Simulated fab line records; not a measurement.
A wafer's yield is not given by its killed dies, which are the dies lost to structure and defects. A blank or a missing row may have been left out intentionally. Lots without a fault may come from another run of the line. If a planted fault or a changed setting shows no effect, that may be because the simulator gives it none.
fab line records	flow n5Finfet
record: lots: 5	wafers: 15	lastDay: 17
route steps=1938 shown PASSIVATION@1903
lots that met no fault: from a run of the same line without faults
startH: the number of hours between the record's first day and the start of the first shown wafer of the lot	waitH: time in hours since the lot's previous step	" repeats the value in the row above	L1.1+2: several wafers, shown together as one row	- no value, or no start given	* or withheld: withheld	< > ~ a bound
route shown NAME@n: a module of which the file shows steps, and the number in the route of the first	usual: average and standard deviation across the fault-free wafers	same: alike in all rows	chamber/n: place in a boat	sites: readings site by site	_std_site: the values' standard deviation	_edge_site: the outer-site mean with the inner-site mean subtracted	radiusMm: how far each site lies from the wafer's centre	mask NAME#n: copy n	behind: the tool/chamber that last shaped the wafer	hold: why the lot went on hold/how many hours it stayed there/how the hold came to an end	device: the n, p or np transistor that did not switch	end of line: at the end of the route, the tests of the same wafers	a step with no rows: only its recipe	killed: not the wafer's yield, but the dies lost to structure and defects at the first sort	map: per-die view of a wafer (x killed, . not killed, _ where there is no die)
set.NAME: the run value of the setting; set.NAME@STEP: its run value at that earlier step	model.NAME: the simulator's own value behind a step, which no gauge read
lots seen at some steps along the route; tables by step, rows by wafer
services: when a tool's chamber went out of use (startH, in hours from the record's first day, below 0 if earlier), for how many hours, and the reason
== steps ==
step: N5_PASSIVATION_DEVELOP_29
recipe: developTimeS: 60	rinseLiquid: diw	dry: airSpin	devTempC: 21
step: N5_PASSIVATION_HARDBAKE_31
recipe: tempC: 130	timeS: 120
step: N5_PASSIVATION_CD_MEAS_30
recipe: targetCdNm: 4000	landingEnergyEv: 500	detector: seInlens	polarity: opening
usual: cdNm: 4000.4/2.1
lot.wafer	tool	chamber	startH	waitH	cdNm
L120.2	cdSem-02	0	276.67	-	4001.6
L120.4	"	0	"	"	3999.4
L120.6	"	0	"	"	4000.2
L124.2	cdSem-02	0	302.50	-	3997.7
L124.3	"	0	"	"	4000.5
L124.5	"	0	"	"	3999.1
L133.2	cdSem-02	0	372.24	-	3998.7
L133.3	"	0	"	"	3999.4
L133.6	"	0	"	"	3998.7
L137.4	cdSem-02	0	388.29	-	3998.4
L137.5	"	0	"	"	3997.2
L137.6	"	0	"	"	4000.8
L138.2	cdSem-03	0	398.92	-	3998.4
L138.3	"	0	"	"	4000.8
L138.6	"	0	"	"	4000.3
step: N5_PASSIVATION_OVL_MEAS_63
recipe: pointsPerWafer: 44
usual: PAD_OVL: 2/5.7
lot.wafer	tool	chamber	startH	waitH	PAD_OVL[nm]
L120.2	overlay-02	0	276.70	0.0	4
L120.4	"	0	"	"	2
L120.6	"	0	"	"	3
L124.2	overlay-01	0	302.53	0.0	3
L124.3	"	0	"	"	6
L124.5	"	0	"	"	8
L133.2	overlay-02	0	372.27	0.0	8
L133.3	"	0	"	"	0
L133.6	"	0	"	"	6
L137.4	overlay-01	0	388.32	0.0	-1
L137.5	"	0	"	"	15
L137.6	"	0	"	"	-4
L138.2	overlay-01	0	398.95	0.0	-8
L138.3	"	0	"	"	-11
L138.6	"	0	"	"	-8
step: N5_PASSIVATION_INSPECT_64
recipe: mode: adi	inspectInstrument: macro
usual: rawDefectCount: 2.0/1.5
lot.wafer	tool	chamber	startH	waitH	rawDefectCount
L120.2	defectInspect-02	-	276.72	0.0	2
L120.4	"	-	"	"	4
L120.6	"	-	"	"	1
L124.2	defectInspect-01	-	302.55	0.0	0
L124.3	"	-	"	"	3
L124.5	"	-	"	"	2
L133.2	defectInspect-02	-	372.30	0.0	0
L133.3	"	-	"	"	3
L133.6	"	-	"	"	4
L137.4	defectInspect-01	-	388.34	0.0	2
L137.5	"	-	"	"	3
L137.6	"	-	"	"	2
L138.2	defectInspect-02	-	398.97	0.0	1
L138.3	"	-	"	"	2
L138.6	"	-	"	"	3
step: N5_PASSIVATION_DESCUM_32
recipe: chemistry: O2	timeS: 7.9	sourcePowerW: 50	biasPowerW: 20	pressureMtorr: 20	rfFrequencyHz: 2.712e+07	tempC: 40	o2FlowSccm: 225
usual: biasPowerW: 19.99/0.063	drypumpMotorCurrentA: 5.7/0.51	oesProductAu: 0.81/0.069	rfFwdPowerW: 49.69/0.15	rfVppV: 242.9/1.4	showerheadPlenumPTorr: 2.08/0.074	throttleValvePct: 20.40/0.24
lot.wafer	tool	chamber	startH	waitH	biasPowerW	drypumpMotorCurrentA	oesProductAu	rfFwdPowerW	rfHoursCounterH	rfVppV	showerheadPlenumPTorr	throttleValvePct
L120.2	rieDiel-02	3	276.98	0.3	19.87	6.1	0.88	49.40	42	241.4	2.03	20.34
L120.4	"	2	"	"	20.03	5.8	0.84	49.74	58	245.0	2.13	20.35
L120.6	"	2	"	"	20.03	5.8	0.83	49.63	-	244.5	2.13	20.34
L124.2	rieDiel-06	0	302.58	0.0	20.03	5.7	0.80	49.59	97	243.7	2.21	20.30
L124.3	"	2	"	"	20.10	5.6	0.68	49.71	248	244.5	2.15	20.95
L124.5	"	3	"	"	19.90	5.6	0.77	49.78	-	241.7	2.00	20.53
L133.2	rieDiel-06	0	372.38	0.1	19.99	5.7	0.78	49.70	122	244.2	2.20	20.35
L133.3	"	3	"	"	20.05	5.6	0.76	49.68	154	243.5	1.99	20.58
L133.6	"	1	"	"	20.02	6.3	0.83	49.68	-	242.3	2.03	20.21
L137.4	rieDiel-01	3	388.41	0.1	20.01	5.4	0.80	49.76	-	240.6	2.01	20.28
L137.5	"	0	"	"	20.00	4.7	0.90	49.63	-	242.3	2.03	19.97
L137.6	"	2	"	"	19.96	6.2	0.82	49.71	-	244.2	2.10	20.32
L138.2	rieDiel-06	2	399.00	0.0	20.03	5.6	0.91	49.75	20	244.8	2.14	20.62
L138.3	"	1	"	"	20.01	6.3	0.82	49.70	89	241.2	2.02	20.22
L138.6	"	1	"	"	19.95	6.3	0.82	49.62	-	241.5	2.03	20.22
step: N5_PASSIVATION_AL_ETCH_33
recipe: chemistry: Cl2/BCl3	targetDepthA: 28000	overEtchFrac: 0.15	Cl2_flow_sccm: 180	bcl3FlowSccm: 60	target: Al	stopOn: TaN	timeS: 466.7	ionEnergyEv: 100	pressureMtorr: 10	icpW: 900	biasW: 100
usual: drypumpMotorCurrentA: 5.4/0.5	oesProductAu: 0.71/0.072	rfFwdPowerW: 898.2/2.7	throttleValvePct: 34.4/0.33
lot.wafer	tool	chamber	startH	waitH	drypumpMotorCurrentA	oesProductAu	rfFwdPowerW	rfHoursCounterH	throttleValvePct
L120.2	rieMetal-02	1	277.07	0.1	5.6	0.55	899.0	120	34.5
L120.4	"	1	"	"	5.6	0.55	898.5	-	34.5
L120.6	"	0	"	"	5.4	0.58	897.2	-	34.8
L124.2	rieMetal-03	1	302.80	0.2	4.8	0.74	897.0	-	34.1
L124.3	"	1	"	"	4.8	0.74	896.7	-	34.1
L124.5	"	1	"	"	4.8	0.74	899.6	-	34.1
L133.2	rieMetal-02	1	372.47	0.1	5.6	0.84	895.1	5	34.6
L133.3	"	0	"	"	5.4	0.90	894.7	-	34.4
L133.6	"	0	"	"	5.4	0.90	896.1	-	34.4
L137.4	rieMetal-01	0	388.59	0.2	5.9	0.66	898.5	-	34.7
L137.5	"	1	"	"	5.1	0.73	898.2	-	34.5
L137.6	"	0	"	"	5.9	0.68	896.2	-	34.7
L138.2	rieMetal-03	1	399.09	0.1	4.8	0.70	897.8	42	34.1
L138.3	"	1	"	"	4.8	0.70	895.2	-	34.2
L138.6	"	1	"	"	4.8	0.70	900.2	-	34.2
step: N5_PASSIVATION_ETCH_59
recipe: chemistry: Cl2/BCl3	target: TaN	targetDepthA: 650	timeS: 34.9	ionEnergyEv: 100	pressureMtorr: 10	icpW: 900	biasW: 100	Cl2_flow_sccm: 60	bcl3FlowSccm: 30
usual: drypumpMotorCurrentA: 5.4/0.5	oesProductAu: 0.80/0.085	rfFwdPowerW: 894.0/2.8	throttleValvePct: 21.12/0.24
lot.wafer	tool	chamber	startH	waitH	drypumpMotorCurrentA	oesProductAu	rfFwdPowerW	rfHoursCounterH	throttleValvePct
L120.2	rieMetal-02	1	277.47	0.3	5.6	0.61	890.9	120	21.28
L120.4	"	1	"	"	5.6	0.61	893.0	-	21.27
L120.6	"	0	"	"	5.4	0.64	894.1	-	21.56
L124.2	rieMetal-03	1	303.51	0.6	4.8	0.83	895.8	-	20.92
L124.3	"	1	"	"	4.8	0.83	893.5	-	20.91
L124.5	"	1	"	"	4.8	0.83	895.2	-	20.94
L133.2	rieMetal-02	1	372.87	0.3	5.6	0.95	891.0	6	21.12
L133.3	"	0	"	"	5.4	0.98	893.8	-	21.14
L133.6	"	0	"	"	5.4	0.98	892.2	-	21.13
L137.4	rieMetal-01	0	388.89	0.2	5.9	0.73	890.9	-	21.36
L137.5	"	1	"	"	5.1	0.81	896.1	-	21.16
L137.6	"	0	"	"	5.9	0.73	888.8	-	21.37
L138.2	rieMetal-03	1	399.49	0.3	4.8	0.79	894.0	42	20.94
L138.3	"	1	"	"	4.9	0.79	897.5	-	20.95
L138.6	"	1	"	"	4.8	0.79	897.0	-	20.93
step: N5_PASSIVATION_STRIP_34
recipe: chemistry: O2	powerW: 600	tempC: 60	pressureMtorr: 30	rfFrequencyHz: 6e+07	biasPowerW: 0	overashFraction: 2	o2FlowSccm: 225
usual: drypumpMotorCurrentA: 5.6/0.51	oesProductAu: 0.80/0.071	rfVppV: 3.7/1.6	showerheadPlenumPTorr: 2.08/0.075	throttleValvePct: 16.66/0.24
same: biasPowerW: 0
lot.wafer	tool	chamber	startH	waitH	drypumpMotorCurrentA	oesProductAu	rfHoursCounterH	rfVppV	showerheadPlenumPTorr	throttleValvePct
L120.2	rieDiel-06	1	277.84	0.3	6.3	0.89	48	4.2	2.04	16.45
L120.4	"	2	"	"	5.5	0.70	240	4.8	2.15	17.21
L120.6	"	3	"	"	5.6	0.80	-	3.0	2.01	16.71
L124.2	rieDiel-01	0	303.69	0.1	4.7	0.69	250	6.1	2.04	16.61
L124.3	"	1	"	"	5.0	0.69	225	2.4	2.01	17.36
L124.5	"	3	"	"	5.4	0.84	-	4.5	2.02	16.40
L133.2	rieDiel-02	0	372.98	0.1	5.5	0.81	106	4.0	2.21	16.69
L133.3	"	2	"	"	5.8	0.80	86	2.1	2.12	16.61
L133.6	"	3	"	"	6.1	0.86	-	1.9	2.02	16.65
L137.4	rieDiel-02	2	388.98	0.1	5.8	0.81	91	5.9	2.12	16.58
L137.5	"	3	"	"	6.1	0.84	-	2.5	2.02	16.65
L137.6	"	2	"	"	5.8	0.79	-	5.6	2.12	16.62
L138.2	rieDiel-02	1	399.63	0.1	6.3	0.71	220	5.4	2.00	16.71
L138.3	"	2	"	"	5.8	0.81	94	3.1	2.12	16.63
L138.6	"	0	"	"	5.5	0.80	-	3.5	2.21	16.70
step: N5_PASSIVATION_STRIP_51
recipe: chemistry: postEtchResidueRemover	timeS: 1200	tempC: 72.5
step: N5_PASSIVATION_CLEAN_69
recipe: chemistry: IPA	timeS: 180	tempC: 25
step: N5_PASSIVATION_SRD_70
recipe: dry: ipaMarangoni	timeS: 30	tempC: 23	rinseLiquid: diw
step: N5_PASSIVATION_PECVD_53
recipe: material: SiO2	targetThkA: 8000	tempC: 400	precursor: TEOS/O2	pressureTorr: 6.5	rfW: withheld	teosFlowSccm: withheld	gas: O2	flowSccm: 2650	timeS: 169.4
usual: runLengthS: 197.4/0.64
lot.wafer	tool	chamber	startH	waitH	runLengthS	model.SiO2_of_PASSIVATION_PECVD_53.thkNm
L120.2	pecvd-01	1	278.34	0.0	197.5	783.4
L120.4	"	2	"	"	197.5	802
L120.6	"	2	"	"	197.5	806.4
L124.2	pecvd-02	0	304.19	0.0	154.2	594.8
L124.3	"	1	"	"	153.6	610.4
L124.5	"	0	"	"	197.6	807
L133.2	pecvd-04	1	373.48	0.0	197.7	795.4
L133.3	"	2	"	"	196.6	784.8
L133.6	"	1	"	"	196.7	814.8
L137.4	pecvd-02	0	389.57	0.1	197.3	816.6
L137.5	"	0	"	"	197.4	815.2
L137.6	"	1	"	"	196.6	825.2
L138.2	pecvd-02	0	400.17	0.0	197.4	791
L138.3	"	1	"	"	196.6	796.4
L138.6	"	0	"	"	197.5	797.4
step: N5_PASSIVATION_PECVD_35
recipe: material: SiNx	targetThkA: 7000	tempC: 400	precursor: SiH4/NH3/N2	pressureTorr: 4.9	rfW: 1406	timeS: 151.3
usual: heaterPowerW: 394/79	rfFwdPowerW: 1402/4	runLengthS: 195.4/0.67	showerheadPlenumPTorr: 8.661/0.029	throttleValvePct: 29.8/1.8
lot.wafer	tool	chamber	startH	waitH	heaterPowerW	rfFwdPowerW	runLengthS	showerheadPlenumPTorr	throttleValvePct
L120.2	pecvd-01	1	278.51	0.1	370	1403	195.4	8.649	31.9
L120.4	"	2	"	"	345	1404	195.7	8.640	26.4
L120.6	"	2	"	"	387	1406	195.9	8.638	26.7
L124.2	pecvd-02	0	304.30	0.1	370	1405	196.0	8.657	30.2
L124.3	"	1	"	"	481	1399	194.3	8.696	30.4
L124.5	"	0	"	"	420	1405	195.4	8.631	30.6
L133.2	pecvd-04	1	373.59	0.1	466	1399	195.1	8.672	33.8
L133.3	"	2	"	"	421	1401	194.6	8.676	26.6
L133.6	"	1	"	"	326	1409	195.1	8.647	33.7
L137.4	pecvd-02	0	389.74	0.1	408	1407	195.8	8.675	30.4
L137.5	"	0	"	"	436	1406	196.4	8.670	30.5
L137.6	"	1	"	"	374	1401	194.1	8.709	30.1
L138.2	pecvd-02	0	400.28	0.1	333	1405	195.7	8.654	30.4
L138.3	"	1	"	"	512	1397	194.3	8.718	30.2
L138.6	"	0	"	"	401	1404	195.5	8.667	30.0
step: N5_PASSIVATION_PROBE_49
usual: defectLimitedYield: 91.0/1.5	killed_at_M0_to_M3: 34/11	killed_at_M4_up: 14/5.3	killedAtContacts: 13/7	killedAtFrontEnd: 41/13	killedAtOther: 4/3.1	killedDies: 106/17	killedOnRim: 14/3.9	killedOpen: 70/12	killedShort: 35/8	sort_bin_5_function: 5.2/0.98	sort_bin_6_memory: 3.4/0.69	sortNPass: 1074/17	sortYieldPct: 91.0/1.5
same: grossDies: 1180	killedAtBackSide: 0	sort_bin_4_leakage[%]: 0	sort_bin_8_speed[%]: 0
lot.wafer	tool	chamber	startH	waitH	defectLimitedYield[%]	killed_at_M0_to_M3	killed_at_M4_up	killedAtContacts	killedAtFrontEnd	killedAtOther	killedDies	killedOnRim	killedOpen	killedShort	sort_bin_5_function[%]	sort_bin_6_memory[%]	sortNPass	sortYieldPct[%]
L124.2	prober-02	-	307.95	0.1	92.4	32	15	17	24	2	90	13	69	20	5.0	2.4	1090	92.4
L124.3	prober-02	-	308.00	0.1	91.8	31	12	23	30	1	97	13	63	28	4.3	3.3	1083	91.8
L124.5	prober-02	-	308.10	0.2	91.6	24	13	31	30	1	99	11	67	29	5.4	2.6	1081	91.6
L137.4	prober-01	-	393.46	0.2	92.0	16	8	10	59	1	94	17	68	23	5.5	1.9	1086	92.0
L137.5	prober-01	-	393.51	0.2	88.0	57	15	6	60	4	142	22	83	57	6.8	4.8	1038	88.0
L137.6	prober-01	-	393.56	0.3	88.0	42	19	8	65	8	142	15	94	46	6.4	5.2	1038	88.0
killed by level:class
L124.2 MOL_CONTACT_COAG:geometricParticle:open=13 BEOL_M1:geometricParticle:open=13 BEOL_M4:geometricParticle:open=9 FIN_SAQP:geometricParticle:open=5 BEOL_M3:geometricParticle:open=5 STI_FIN_REVEAL:geometricParticle:open=4 ILD0:geometricParticle:open=4 MOL_CONTACT_COAG:geometricParticle:short=4
L124.3 MOL_CONTACT_COAG:geometricParticle:open=23 BEOL_M0_SAQP:geometricParticle:open=8 GATE_CUT:geometricParticle:short=7 BEOL_M0_SAQP:geometricParticle:short=6 BEOL_M2:geometricParticle:open=5 BEOL_M0:geometricParticle:open=4 BEOL_M3:geometricParticle:open=4 STARTING-WAFER:geometricParticle:open=4
L124.5 MOL_CONTACT_COAG:geometricParticle:open=23 STI_FIN_REVEAL:geometricParticle:open=14 MOL_CONTACT_COAG:geometricParticle:short=8 BEOL_M0:geometricParticle:open=5 BEOL_M1:geometricParticle:open=5 STARTING-WAFER:geometricParticle:short=4 BEOL_M0_SAQP:geometricParticle:short=4 BEOL_M1:geometricParticle:short=4
L137.4 STI_FIN_REVEAL:geometricParticle:open=21 FIN_SAQP:geometricParticle:open=13 FIN_SAQP:geometricParticle:short=10 MOL_CONTACT_COAG:geometricParticle:open=9 STI_FIN_REVEAL:geometricParticle:short=5 BEOL_M0_SAQP:geometricParticle:open=4 DUMMY_GATE:geometricParticle:open=4 BEOL_M0_SAQP:geometricParticle:short=3
L137.5 FIN_SAQP:geometricParticle:short=13 STI_FIN_REVEAL:geometricParticle:open=13 BEOL_M3:geometricParticle:open=13 BEOL_M0_SAQP:geometricParticle:open=12 FIN_SAQP:geometricParticle:open=11 BEOL_M0_SAQP:geometricParticle:short=11 GATE_CUT:geometricParticle:open=7 BEOL_M2:geometricParticle:short=7
L137.6 STI_FIN_REVEAL:geometricParticle:open=19 BEOL_M4:geometricParticle:open=13 BEOL_M0_SAQP:geometricParticle:open=13 FIN_SAQP:geometricParticle:open=11 FIN_SAQP:geometricParticle:short=11 BEOL_M0_SAQP:geometricParticle:short=8 BEOL_M2:geometricParticle:open=8 MOL_CONTACT_COAG:geometricParticle:open=5
== services ==
tool	chamber	startH	hours	kind
pecvd-02	0	253.03	5.5	scheduledDown
rieMetal-01	1	271.26	6.8	repair
rieMetal-03	0	273.61	97.5	repair
pecvd-01	0	275.08	15.7	repair
rieMetal-02	1	282.34	-	clean
rieMetal-02	1	282.34	22.9	scheduledDown
rieMetal-02	1	282.34	22.9	ventCycle
pecvd-01	0	291.87	11.2	repair
pecvd-04	-	295.33	1.2	repair
rieDiel-01	2	299.37	5.1	repair
rieDiel-01	-	311.59	0.2	repair
rieDiel-06	2	312.32	-	clean
rieDiel-06	2	312.32	-	consumableReplace:focusRing
rieDiel-06	2	312.32	23.8	scheduledDown
rieDiel-06	2	312.32	23.8	ventCycle
rieMetal-02	0	321.42	-	clean
rieMetal-02	0	321.42	29.9	scheduledDown
rieDiel-02	2	343.93	4.8	repair
pecvd-01	-	348.09	1.2	repair
rieDiel-02	2	363.16	1.3	repair
rieDiel-02	1	369.34	9.8	repair
rieDiel-06	3	380.46	6.0	repair
pecvd-02	2	385.91	5.5	scheduledDown
rieMetal-01	0	399.87	6.2	repair
== key ==
firstSign: step: N5_PASSIVATION_PECVD_53	reading: runLengthS	direction: down	sigmas: 68	usual: *	struck: *
effect none on later readings
modelEffect: step: N5_PASSIVATION_PECVD_53	value: SiO2_of_PASSIVATION_PECVD_53.thkNm	without: 804	struck: 602.6
metAt N5_PASSIVATION_PECVD_53
struckWafers L124.2,L124.3
fault: kind: processParameterDrift	tool: pecvd-02	chamber: -	onsetH: 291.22	steps: N5_PASSIVATION_PECVD_53	channel: timeS	offset: *	shape: step	endH: 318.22	scope: struckWafersOnly	actsIn: *	stated: *
